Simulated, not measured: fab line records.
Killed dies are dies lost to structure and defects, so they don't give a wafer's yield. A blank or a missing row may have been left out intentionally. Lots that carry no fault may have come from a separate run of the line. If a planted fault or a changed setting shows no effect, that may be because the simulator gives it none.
fab line records | flow nandHarc
record: lots: 7 wafers: 21 lastDay: 31
route steps=1302 shown A_M1@1180 A_BONDPAD@1202 END@1302
lots that met no fault: taken from a fault-free run of the same line
startH: the number of hours between the record's first day and the start of the first shown wafer of the lot | waitH: hours elapsed since this lot's preceding step | " the same as in the row above | L1.1+2: several wafers, shown together as one row | - no value, or no start given | * or withheld: withheld | < > ~ a bound
route shown NAME@n: NAME is a module with steps in the file, n the number in the route of the first one | usual: mean/standard deviation of fault-free wafers | same: alike in all rows | chamber/n: place in a boat | sites: readings site by site | _std_site: standard deviation across them | _edge_site: the outer-site mean with the inner-site mean subtracted | radiusMm: for every site, how far away it sits from the centre of the wafer | mask NAME#n: copy n | behind: tool/chamber where the wafer was last shaped | hold: reason for holding the lot/hours on hold/outcome of the hold | device: which transistor (n, p or np) failed to switch | end of line: the same wafers' tests at the end of the route | for a step that has no rows: nothing shown but its recipe | killed: count of dies lost to structure and defects at first sort (not the wafer's yield) | map: per-die view of a wafer (x killed, . not killed, _ where there is no die)
set.NAME: the setting as run; set.NAME@STEP: as run at that earlier step | model.NAME: the simulator's own value behind a step, which no gauge read
lots at selected steps of the route; one table per step, one row per wafer
services: the hour from which a tool's chamber was out of use, counted from the record's first day as startH (under 0 if before that day), plus the number of hours and why
== steps ==
step: NHARC_A_M1_OVL_MEAS_10
recipe: pitchNm: 240
usual: overlayXNm: -0.2/0.9 overlayYNm: 0.0/1.1
columns lot.wafer tool chamber startH waitH overlayXNm overlayYNm
L970.1 overlay-02 - 538.96 - -0.5 0.3
L970.3 " - " " -0.4 0.0
L970.4 " - " " -1.2 0.5
L972.2 overlay-01 - 562.52 - 1.5 -1.6
L972.4 " - " " 1.2 -1.7
L972.5 " - " " 1.6 -0.9
L973.1 overlay-01 - 586.63 - -0.2 1.2
L973.4 " - " " -0.1 1.7
L973.6 " - " " -0.2 1.6
L975.1 overlay-02 - 627.75 - -1.5 0.4
L975.5 " - " " -1.7 0.9
L975.6 " - " " -1.4 1.3
L977.3 overlay-02 - 632.87 - -0.9 0.4
L977.5 " - " " -0.8 -0.1
L977.6 " - " " -0.4 1.0
L979.2 overlay-02 - 661.05 - 0.9 -0.8
L979.3 " - " " 0.0 -1.2
L979.4 " - " " 0.3 -1.7
L987.4 overlay-02 - 716.45 - 0.2 -2.9
L987.5 " - " " -0.3 -2.9
L987.6 " - " " -0.6 -3.1
step: NHARC_A_M1_INSPECT_11
usual: rawDefectCount: 92/31
columns lot.wafer tool chamber startH waitH rawDefectCount
L970.1 defectInspect-01 - 539.00 0.0 90
L970.3 " - " " 72
L970.4 " - " " 65
L972.2 defectInspect-02 - 562.55 0.0 120
L972.4 " - " " 108
L972.5 " - " " 114
L973.1 defectInspect-01 - 586.67 0.0 112
L973.4 " - " " 139
L973.6 " - " " 107
L975.1 defectInspect-01 - 627.78 0.0 89
L975.5 " - " " 65
L975.6 " - " " 83
L977.3 defectInspect-02 - 632.91 0.0 83
L977.5 " - " " 81
L977.6 " - " " 92
L979.2 defectInspect-01 - 661.09 0.0 47
L979.3 " - " " 58
L979.4 " - " " 51
L987.4 defectInspect-01 - 716.49 0.0 131
L987.5 " - " " 113
L987.6 " - " " 130
step: NHARC_A_M1_DESCUM_14
recipe: timeS: 3 o2FlowSccm: 200 arFlowSccm: 0 biasPowerW: 0 chemistry: O2
step: NHARC_A_M1_ETCH_35
recipe: targetDepthA: 400 overetchA: 120 timeS: 43.94 ionEnergyEv: 200 n2FlowSccm: 150 h2FlowSccm: 150 arFlowSccm: 0 rfW: 400 biasW: 150 chemistry: N2/H2
step: NHARC_A_M1_ETCH_15
recipe: targetDepthA: 1825 timeS: 91.2 c4f8FlowSccm: withheld arFlowSccm: 400 rfW: 600 biasW: 300 chemistry: C4F8/Ar
step: NHARC_A_M1_CD_MEAS_16
usual: cdNm: 119.9/0.85
columns lot.wafer tool chamber startH waitH cdNm
L970.1 cdSem-03 - 539.37 - 120.4
L970.3 " - " " 119.9
L970.4 " - " " 120.1
L972.2 cdSem-03 - 562.92 - 120.5
L972.4 " - " " 120.4
L972.5 " - " " 119.2
L973.1 cdSem-02 - 587.03 - 119.2
L973.4 " - " " 119.4
L973.6 " - " " 120.0
L975.1 cdSem-01 - 628.15 - 120.6
L975.5 " - " " 120.9
L975.6 " - " " 121.0
L977.3 cdSem-03 - 633.28 - 119.6
L977.5 " - " " 118.6
L977.6 " - " " 120.4
L979.2 cdSem-01 - 661.46 - 120.0
L979.3 " - " " 119.3
L979.4 " - " " 118.6
L987.4 cdSem-01 - 716.86 - 119.6
L987.5 " - " " 120.0
L987.6 " - " " 119.5
step: NHARC_A_M1_STRIP_18
recipe: powerW: 1000 n2FlowSccm: 150 h2FlowSccm: 150 arFlowSccm: 0 biasW: 0 chemistry: N2/H2
usual: drypumpMotorCurrentA: 5.5/0.34 oesProductAu: 0.998/0.011 rfFwdPowerW: 997/3.3 rfVppV: 90.8/0.97 showerheadPlenumPTorr: 2.07/0.095 throttleValvePct: 14.172/0.0093
columns lot.wafer tool chamber startH waitH drypumpMotorCurrentA oesProductAu rfFwdPowerW rfHoursCounterH rfVppV showerheadPlenumPTorr throttleValvePct
L970.3 rieDiel-13 1 539.44 0.1 5.4 0.997 997 0.6 91.5 2.20 14.165
L970.1 " 2 " " 5.7 1.008 998 0.4 90.0 1.91 14.182
L970.4 " 0 " " 5.1 0.992 1002 0.5 90.2 2.05 14.169
L972.4 rieDiel-13 0 562.99 0.1 5.1 0.993 993 0.8 91.3 2.05 14.173
L972.2 " 1 " " 5.4 1.007 993 0.8 92.0 2.20 14.157
L972.5 " 0 " " 5.1 0.995 994 - 90.6 2.05 14.181
L973.4 rieDiel-12 0 587.11 0.1 5.6 1.003 997 7.4 91.6 2.14 14.174
L973.1 " 1 " " 4.7 1.016 998 8.2 90.0 2.08 14.172
L973.6 " 0 " " 5.6 1.007 994 - 90.1 2.14 14.184
L975.1 rieDiel-13 2 628.25 0.1 5.7 1.012 994 2.6 89.8 1.91 14.165
L975.6 " 1 " " 5.4 1.004 996 - 90.7 2.20 14.159
L975.5 " 2 " " 5.7 0.998 993 - 89.9 1.91 14.172
L977.3 rieDiel-12 3 633.40 0.1 5.2 1.004 998 0.2 90.1 2.02 14.177
L977.5 " 1 " " 4.7 0.999 993 - 90.2 2.07 14.179
L977.6 " 2 " " 5.7 1.005 997 - 91.6 2.16 14.177
L979.4 rieDiel-13 1 661.55 0.1 5.4 1.013 997 3.0 91.6 2.20 14.156
L979.3 " 2 " " 5.7 1.007 998 3.1 89.8 1.91 14.165
L979.2 " 3 " " 5.8 0.994 990 3.3 90.2 2.19 14.160
L987.4 rieDiel-13 3 716.98 0.1 5.8 0.994 999 0.2 90.8 2.19 14.159
L987.5 " 1 " " 5.4 0.989 990 - 91.6 2.20 14.170
L987.6 " 2 " " 5.6 0.988 995 - 91.0 1.91 14.162
step: NHARC_A_M1_ETCH_28
recipe: targetDepthA: 300 overEtchFrac: 0.3 timeS: 72.99 ionEnergyEv: 150 cf4FlowSccm: 50 n2FlowSccm: 100 arFlowSccm: 150 rfW: 300 biasW: 100 chemistry: CF4/N2
step: NHARC_A_M1_STRIP_19
recipe: timeS: 600 tempC: 30 chemistry: postEtchResidueRemover
step: NHARC_A_M1_DEGAS_29
recipe: tempC: 250 timeS: 60
step: NHARC_A_M1_PRE_CLEAN_30
recipe: timeS: 30 tempC: 280 gas: H2/He
step: NHARC_A_M1_PVD_20
recipe: targetThkA: 50 biasV: 168.6 powerW: 15000 chamberPressurePa: 0.12 timeS: 8.06 substrateTempC: 50 material: TaN
usual: throttleValvePct: 29.7/0.99
columns lot.wafer tool chamber startH waitH throttleValvePct
L970.3 pvdSputter-02 - - - 29.3
L970.1 " - " " 27.7
L970.4 " - " " 32.0
L972.4 pvdSputter-03 - - - 31.3
L972.2 " - " " 29.3
L972.5 " - " " 29.3
L973.1 pvdSputter-02 - - - 31.7
L973.4 " - " " 29.5
L973.6 " - " " 29.9
L975.1 pvdSputter-03 - - - 29.4
L975.5 " - " " 28.9
L975.6 " - " " 30.2
L977.3 pvdSputter-03 - - - 30.3
L977.6 " - " " 29.3
L977.5 " - " " 30.4
L979.3 pvdSputter-03 - - - 30.5
L979.2 " - " " 31.2
L979.4 " - " " 29.1
L987.4 pvdSputter-01 - - - 28.4
L987.6 " - " " 28.3
L987.5 " - " " 29.9
step: NHARC_A_M1_PVD_21
recipe: targetThkA: 300 chamberPressurePa: 5 powerW: 5000 substrateTempC: 30 timeS: 20.49 material: Cu
usual: throttleValvePct: 29.7/0.97
columns lot.wafer tool chamber startH waitH throttleValvePct
L970.1 pvdSputter-02 - 540.32 - 27.8
L970.3 " - " " 29.7
L970.4 " - " " 31.8
L972.2 pvdSputter-03 - 563.85 - 29.4
L972.4 " - " " 31.3
L972.5 " - " " 31.4
L973.1 pvdSputter-02 - 587.99 - 27.8
L973.4 " - " " 29.7
L973.6 " - " " 29.5
L975.1 pvdSputter-03 - 629.12 - 28.9
L975.5 " - " " 30.4
L975.6 " - " " 29.5
L977.3 pvdSputter-03 - 634.23 - 30.1
L977.5 " - " " 29.0
L977.6 " - " " 30.4
L979.3 pvdSputter-03 - 662.39 - 30.5
L979.2 " - " " 29.4
L979.4 " - " " 29.0
L987.4 pvdSputter-01 - 717.95 - 28.5
L987.5 " - " " 30.1
L987.6 " - " " 30.3
step: NHARC_A_M1_ECD_22
recipe: targetThkA: 4000 bathTempC: 25 material: Cu
step: NHARC_A_M1_ANNEAL_31
recipe: tempC: 225 timeS: 90
usual: wafer_temp_C_max: 226.08/0.26
columns lot.wafer tool chamber startH waitH wafer_temp_C_max
L970.1 rtpAnneal-01 0 540.82 0.3 225.94
L970.3 " 0 " " 226.15
L970.4 " 0 " " 226.20
L972.2 rtpAnneal-02 0 564.42 0.4 226.28
L972.4 " 0 " " 226.04
L972.5 " 0 " " 226.09
L973.1 rtpAnneal-02 0 588.51 0.3 226.22
L973.4 " 0 " " 225.97
L973.6 " 0 " " 226.55
L975.1 rtpAnneal-01 0 629.61 0.3 225.91
L975.5 " 0 " " 226.00
L975.6 " 0 " " 226.05
L977.3 rtpAnneal-01 0 634.85 0.3 226.33
L977.5 " 0 " " 226.14
L977.6 " 0 " " 226.03
L979.2 rtpAnneal-01 0 662.95 - 225.87
L979.3 " 0 " " 225.81
L979.4 " 0 " " 225.86
L987.4 rtpAnneal-02 0 718.70 0.4 225.73
L987.5 " 0 " " 226.12
L987.6 " 0 " " 225.90
step: NHARC_A_M1_CMP_23
recipe: tOverpolishS: 20 targetThkNm: 154.34
usual: motorCurrentA: 11.9/1.3 timeToEndpointS: 29.2/2.5
columns lot.wafer tool chamber startH waitH motorCurrentA timeToEndpointS
L970.1 cmp-02 3 541.16 - 12.5 27.0
L970.3 " 0 " " 11.0 27.3
L970.4 " 2 " " 13.3 30.9
L972.4 cmp-04 1 564.75 - 11.8 25.8
L972.2 " 3 " " 10.0 32.3
L972.5 " 0 " " 11.7 29.2
L973.1 cmp-04 0 588.88 - 11.3 29.4
L973.4 " 2 " " 14.7 27.5
L973.6 " 0 " " 11.4 29.6
L975.1 cmp-02 3 629.95 - 12.3 28.0
L975.5 " 3 " " 11.9 28.3
L975.6 " 0 " " 11.0 28.1
L977.3 cmp-02 2 635.17 - 12.8 28.2
L977.6 " 3 " " 12.3 25.7
L977.5 " 0 " " 10.5 26.1
L979.3 cmp-04 0 663.27 - 12.0 28.1
L979.2 " 1 " " 11.9 24.0
L979.4 " 3 " " 10.4 30.8
L987.4 cmp-04 1 718.94 - 12.3 24.7
L987.6 " 3 " " 9.8 31.2
L987.5 " 0 " " 11.4 31.4
step: NHARC_A_M1_SRD_25
step: NHARC_A_M1_INSPECT_27
usual: rawDefectCount: 553/140
columns lot.wafer tool chamber startH waitH rawDefectCount
L970.1 defectInspect-02 - 541.63 0.0 709
L970.3 " - " " 693
L970.4 " - " " 500
L972.2 defectInspect-01 - 565.19 0.0 1066
L972.4 " - " " 530
L972.5 " - " " 443
L973.1 defectInspect-01 - 589.32 0.0 484
L973.4 " - " " 564
L973.6 " - " " 562
L975.1 defectInspect-02 - 630.43 0.0 1036
L975.5 " - " " 499
L975.6 " - " " 790
L977.3 defectInspect-02 - 635.56 0.0 440
L977.5 " - " " 503
L977.6 " - " " 752
L979.2 defectInspect-02 - 663.75 0.0 589
L979.3 " - " " 645
L979.4 " - " " 821
L987.4 defectInspect-02 - 719.36 0.0 641
L987.5 " - " " 531
L987.6 " - " " 827
step: NHARC_A_M1_PRE_CLEAN_32
recipe: timeS: 12 tempC: 370 rfPowerW: 300 gas: NH3
step: NHARC_A_M1_DEP_33
recipe: targetThkA: 300 tempC: 370 targetThkNm: 30 pressureTorr: 3 flowSccm: 200 rfW: 450 material: SiCN
step: NHARC_A_BONDPAD_DEP_00
recipe: targetThkA: 2500 tempC: 370 targetThkNm: 250 pressureTorr: 3 flowSccm: 200 rfW: 450 material: SiCN
usual: heaterPowerW: 627/83 rfFwdPowerW: 449.1/1.2
columns lot.wafer tool chamber startH waitH heaterPowerW rfFwdPowerW
L970.3 pecvd-01 0 542.34 - 637 449.1
L970.1 " 1 " " 726 449.1
L970.4 " 0 " " 654 448.1
L972.2 pecvd-01 0 565.89 - 690 449.4
L972.5 " 0 " " 693 449.5
L972.4 " 1 " " 681 448.4
L973.1 pecvd-04 0 - - 643 449.9
L973.6 " 0 " " 663 450.9
L973.4 " 1 " " 552 450.3
L975.1 pecvd-01 1 631.13 - 719 451.6
L975.6 " 0 " " 726 448.2
L977.6 pecvd-01 1 636.39 - 674 449.5
L979.2 pecvd-01 1 - - 587 447.5
L979.4 " 1 " " 623 450.3
L987.6 pecvd-02 2 720.20 - 456 450.3
L987.4 " 0 " " 671 451.4
L987.5 " 1 " " 510 449.0
step: NHARC_A_BONDPAD_CMP_29
recipe: targetThkNm: 200 material: SiCN
step: NHARC_A_BONDPAD_THK_MEAS_30
recipe: thkMeasGauge: ellipsometry
usual: thkNm: 200.2/1.3
columns lot.wafer tool chamber startH waitH thkNm
L970.1 filmMetro-02 - 542.99 0.2 202.1
L970.3 " - " " 201.9
L970.4 " - " " 198.4
L972.2 filmMetro-02 - 566.55 0.2 199.3
L972.4 " - " " 199.6
L972.5 " - " " 199.8
L973.1 filmMetro-02 - 590.68 0.2 198.3
L973.4 " - " " 200.8
L973.6 " - " " 198.9
L975.1 filmMetro-02 - 631.81 0.2 200.8
L975.6 " - " " 199.7
L977.6 filmMetro-02 - 636.92 0.1 201.7
L979.2 filmMetro-02 - 665.11 0.2 199.7
L979.4 " - " " 200.7
L987.4 filmMetro-01 - 720.72 0.2 198.5
L987.5 " - " " 200.4
L987.6 " - " " 199.4
step: NHARC_A_BONDPAD_SRD_31
step: NHARC_A_BONDPAD_DEHYDRATE_01
recipe: tempC: 150 timeS: 120
step: NHARC_A_BONDPAD_HMDS_02
recipe: timeS: 30
step: NHARC_A_BONDPAD_COAT_33
recipe: tempC: 200 timeS: 65
step: NHARC_A_BONDPAD_COAT_03
recipe: spinRpm: 2000 resistThkNm: 600
step: NHARC_A_BONDPAD_SOFTBAKE_04
recipe: tempC: 125 timeS: 70
step: NHARC_A_BONDPAD_EBR_05
step: NHARC_A_BONDPAD_EXPOSE_06
recipe: na: 0.55 doseMj: 36.99 maskId: A_BPAD
step: NHARC_A_BONDPAD_PEB_07
recipe: pebTempC: 128 pebTimeS: 80
step: NHARC_A_BONDPAD_DEVELOP_08
recipe: timeS: 50 devTempC: 22
step: NHARC_A_BONDPAD_CD_MEAS_09
recipe: targetCdNm: 500 landingEnergyEv: 500
usual: cdNm: 499.3/1.8
columns lot.wafer tool chamber startH waitH cdNm
L970.1 cdSem-02 0 543.57 - 500.4
L970.3 " 0 " " 499.8
L970.4 " 0 " " 500.9
L972.2 cdSem-01 0 566.99 - 496.7
L972.4 " 0 " " 498.9
L972.5 " 0 " " 499.1
L973.1 cdSem-03 0 591.25 - 501.9
L973.4 " 0 " " 499.3
L973.6 " 0 " " 502.8
L975.1 cdSem-02 0 632.37 - 496.7
L975.6 " 0 " " 499.2
L977.6 cdSem-02 0 637.49 - 498.3
L979.2 cdSem-03 0 665.56 - 501.1
L979.4 " 0 " " 496.7
L987.4 cdSem-03 0 721.29 - 497.5
L987.5 " 0 " " 496.1
L987.6 " 0 " " 500.2
step: NHARC_A_BONDPAD_OVL_MEAS_35
usual: overlayXNm: -1/6.8 overlayYNm: -1/4.1
columns lot.wafer tool chamber startH waitH overlayXNm overlayYNm
L970.1 overlay-01 - 543.66 - -8 -5
L970.3 " - " " -8 -5
L970.4 " - " " -9 -5
L972.2 overlay-01 - 567.07 - 2 -3
L972.4 " - " " 1 -2
L972.5 " - " " 2 -2
L973.1 overlay-02 - 591.34 - 4 -3
L973.4 " - " " 4 -3
L973.6 " - " " 4 -3
L975.1 overlay-02 - 632.46 - -13 0
L975.6 " - " " -13 0
L977.6 overlay-01 - 637.57 - 1 4
L979.2 overlay-02 - 665.64 - 5 -2
L979.4 " - " " 4 -2
L987.4 overlay-02 - 721.37 - -7 -1
L987.5 " - " " -6 0
L987.6 " - " " -7 0
step: NHARC_A_BONDPAD_HARDBAKE_10
recipe: tempC: 118 timeS: 65
step: NHARC_A_BONDPAD_DESCUM_11
recipe: timeS: 3 o2FlowSccm: 200 arFlowSccm: 0 biasPowerW: 0 chemistry: O2
step: NHARC_A_BONDPAD_ETCH_34
recipe: targetDepthA: 600 overetchA: 180 timeS: 65.91 ionEnergyEv: 200 n2FlowSccm: 150 h2FlowSccm: 150 arFlowSccm: 0 rfW: 400 biasW: 150 chemistry: N2/H2
step: NHARC_A_BONDPAD_ETCH_12
recipe: targetDepthA: 2200 timeS: 110 chf3FlowSccm: 50 o2FlowSccm: 10 arFlowSccm: 200 rfW: 500 biasW: 200 chemistry: CHF3/O2
step: NHARC_A_BONDPAD_CD_MEAS_13
usual: cdNm: 499.0/2.1
columns lot.wafer tool chamber startH waitH cdNm
L970.1 cdSem-02 - 544.10 - 500.3
L970.3 " - " " 499.4
L970.4 " - " " 501.3
L972.2 cdSem-03 - 567.52 - 496.4
L972.4 " - " " 499.7
L972.5 " - " " 499.6
L973.1 cdSem-01 - 591.78 - 501.1
L973.4 " - " " 499.4
L973.6 " - " " 502.8
L975.1 cdSem-03 - 632.92 - 495.8
L975.6 " - " " 499.1
L977.6 cdSem-03 - 638.02 - 496.7
L979.2 cdSem-01 - 666.08 - 500.8
L979.4 " - " " 495.7
L987.4 cdSem-02 - 721.82 - 496.7
L987.5 " - " " 494.9
L987.6 " - " " 499.3
step: NHARC_END_SORT_01
recipe: tempC: 25
usual: defectLimitedYield: 89.8/2.4 killedAtArray: 64/16 killedAtOther: 1.0/1.1 killedAtPeriphery: 3.5/2.3 killedDies: 69/17 killedOpen: 3.2/1.6 killedShort: 2.4/1.6
same: grossDies: 677
columns lot.wafer tool chamber startH waitH defectLimitedYield[%] killedAtArray killedAtOther killedAtPeriphery killedDies killedOpen killedShort
L975.5 prober-01 0 667.24 3.6 0 673 2 2 677 4 2
L977.3 prober-02 0 665.70 3.1 0 674 1 2 677 2 5
L977.5 prober-02 0 667.30 3.7 0 671 1 5 677 4 2
L979.3 prober-01 0 700.80 3.1 0 674 0 3 677 3 6
killed by level:class
L977.3 A_M1:areaPvd=614 A_CHANNEL_HOLE_D1:chamberFilmFlake=31 A_CHANNEL_HOLE_D2:chamberFilmFlake=18 A_ONON_D2:geometricParticle:short=3 A_SLIT:chamberFilmFlake=2 A_WL_FILL:chamberFilmFlake=2 A_DECK1_JOINT:geometricParticle:open=1 A_SGD_CUT:geometricParticle:open=1
L975.5 A_M1:areaPvd=619 A_CHANNEL_HOLE_D1:chamberFilmFlake=30 A_CHANNEL_HOLE_D2:chamberFilmFlake=14 A_CHANNEL_FILL_D1:chamberFilmFlake=3 A_STAIRCASE:chamberFilmFlake=2 THIN_TSV:chamberFilmFlake=2 P_GATE:geometricParticle:open=1 P_CONTACT:geometricParticle:open=1
L977.5 A_M1:areaPvd=617 A_CHANNEL_HOLE_D1:chamberFilmFlake=33 A_CHANNEL_HOLE_D2:chamberFilmFlake=13 A_M1:chamberFilmFlake=5 P_CONTACT:geometricParticle:open=2 P_GATE:chamberFilmFlake=2 P_M0:geometricParticle:open=1 A_CHANNEL_FILL_D1:geometricParticle:short=1
L979.3 A_M1:areaPvd=615 A_CHANNEL_HOLE_D2:chamberFilmFlake=25 A_CHANNEL_HOLE_D1:chamberFilmFlake=12 A_CONTACT:chamberFilmFlake=10 A_DECK1_JOINT:geometricParticle:short=3 A_STAIRCASE:chamberFilmFlake=2 P_GATE:geometricParticle:short=1 P_M0:geometricParticle:open=1
map L975.5 (x killed, . not)
____________x____________
_________xxxxxxx_________
_______xxxxxxxxxxx_______
______xxxxxxxxxxxxx______
_____xxxxxxxxxxxxxxx_____
____xxxxxxxxxxxxxxxxx____
____xxxxxxxxxxxxxxxxx____
___xxxxxxxxxxxxxxxxxxx___
___xxxxxxxxxxxxxxxxxxx___
__xxxxxxxxxxxxxxxxxxxxx__
__xxxxxxxxxxxxxxxxxxxxx__
_xxxxxxxxxxxxxxxxxxxxxxx_
_xxxxxxxxxxxxxxxxxxxxxxx_
_xxxxxxxxxxxxxxxxxxxxxxx_
_xxxxxxxxxxxxxxxxxxxxxxx_
_xxxxxxxxxxxxxxxxxxxxxxx_
xxxxxxxxxxxxxxxxxxxxxxxxx
xxxxxxxxxxxxxxxxxxxxxxxxx
xxxxxxxxxxxxxxxxxxxxxxxxx
xxxxxxxxxxxxxxxxxxxxxxxxx
xxxxxxxxxxxxxxxxxxxxxxxxx
_xxxxxxxxxxxxxxxxxxxxxxx_
_xxxxxxxxxxxxxxxxxxxxxxx_
_xxxxxxxxxxxxxxxxxxxxxxx_
_xxxxxxxxxxxxxxxxxxxxxxx_
_xxxxxxxxxxxxxxxxxxxxxxx_
__xxxxxxxxxxxxxxxxxxxxx__
__xxxxxxxxxxxxxxxxxxxxx__
___xxxxxxxxxxxxxxxxxxx___
___xxxxxxxxxxxxxxxxxxx___
____xxxxxxxxxxxxxxxxx____
____xxxxxxxxxxxxxxxxx____
_____xxxxxxxxxxxxxxx_____
______xxxxxxxxxxxxx______
_______xxxxxxxxxxx_______
_________xxxxxxx_________
____________x____________
map L977.3 (x killed, . not)
____________x____________
_________xxxxxxx_________
_______xxxxxxxxxxx_______
______xxxxxxxxxxxxx______
_____xxxxxxxxxxxxxxx_____
____xxxxxxxxxxxxxxxxx____
____xxxxxxxxxxxxxxxxx____
___xxxxxxxxxxxxxxxxxxx___
___xxxxxxxxxxxxxxxxxxx___
__xxxxxxxxxxxxxxxxxxxxx__
__xxxxxxxxxxxxxxxxxxxxx__
_xxxxxxxxxxxxxxxxxxxxxxx_
_xxxxxxxxxxxxxxxxxxxxxxx_
_xxxxxxxxxxxxxxxxxxxxxxx_
_xxxxxxxxxxxxxxxxxxxxxxx_
_xxxxxxxxxxxxxxxxxxxxxxx_
xxxxxxxxxxxxxxxxxxxxxxxxx
xxxxxxxxxxxxxxxxxxxxxxxxx
xxxxxxxxxxxxxxxxxxxxxxxxx
xxxxxxxxxxxxxxxxxxxxxxxxx
xxxxxxxxxxxxxxxxxxxxxxxxx
_xxxxxxxxxxxxxxxxxxxxxxx_
_xxxxxxxxxxxxxxxxxxxxxxx_
_xxxxxxxxxxxxxxxxxxxxxxx_
_xxxxxxxxxxxxxxxxxxxxxxx_
_xxxxxxxxxxxxxxxxxxxxxxx_
__xxxxxxxxxxxxxxxxxxxxx__
__xxxxxxxxxxxxxxxxxxxxx__
___xxxxxxxxxxxxxxxxxxx___
___xxxxxxxxxxxxxxxxxxx___
____xxxxxxxxxxxxxxxxx____
____xxxxxxxxxxxxxxxxx____
_____xxxxxxxxxxxxxxx_____
______xxxxxxxxxxxxx______
_______xxxxxxxxxxx_______
_________xxxxxxx_________
____________x____________
== services ==
columns tool chamber startH hours kind
pvdSputter-01 - 516.14 1.1 repair
rieDiel-13 - 519.00 9.0 pm
pvdSputter-03 - 523.79 1.2 repair
pvdSputter-03 - 525.76 8.1 repair
cmp-02 - 526.81 4.0 pm
rieDiel-12 0 540.41 19.7 repair
pvdSputter-01 - 582.00 10.0 pm
pecvd-01 - 585.73 1.9 repair
cmp-04 - 601.08 4.0 pm
rieDiel-12 - 622.40 9.0 pm
cmp-02 - 624.81 4.0 pm
pvdSputter-01 - 626.33 3.5 repair
pecvd-01 - 627.70 1.4 repair
rieDiel-13 - 632.10 0.8 repair
rieDiel-12 3 633.97 1.4 repair
pvdSputter-02 - 638.00 10.0 pm
pvdSputter-01 - 642.65 4.3 repair
pecvd-01 - 649.87 0.3 repair
pvdSputter-02 - 672.48 18.2 repair
pecvd-01 - 673.12 13.0 pm
rieDiel-13 - 696.00 9.0 pm
cmp-04 - 699.08 4.0 pm
pvdSputter-03 - 711.81 10.0 pm
cmp-02 - 714.69 1.9 repair
== key ==
firstSign: step: NHARC_END_SORT_01 reading: killedAtArray direction: up sigmas: 37 usual: 64 struck: 673
effect: step: NHARC_END_SORT_01 reading: defectLimitedYield direction: down sigmas: 37 usual: 89.8 struck: 0
moreKillsBornAt: NHARC_A_M1_PVD_21@pvdSputter-03: 2465
metAt NHARC_A_M1_PVD_21
struckWafers L975.5,L977.3,L977.5,L979.3
laterRowsLeftOut L975.5,L977.3,L977.5,L979.3
onsetBetween 563.85 629.12
fault: kind: processParameterDrift tool: pvdSputter-03 chamber: - onsetH: 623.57 steps: NHARC_A_M1_PVD_21 channel: targetThkA offset: * shape: step endH: 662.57 scope: struckWafersOnly actsIn: * stated: *
laterRowsLeftOut: the simulator's readings of these wafers behind a module that went badly wrong aren't trusted and aren't shown, but for the sort
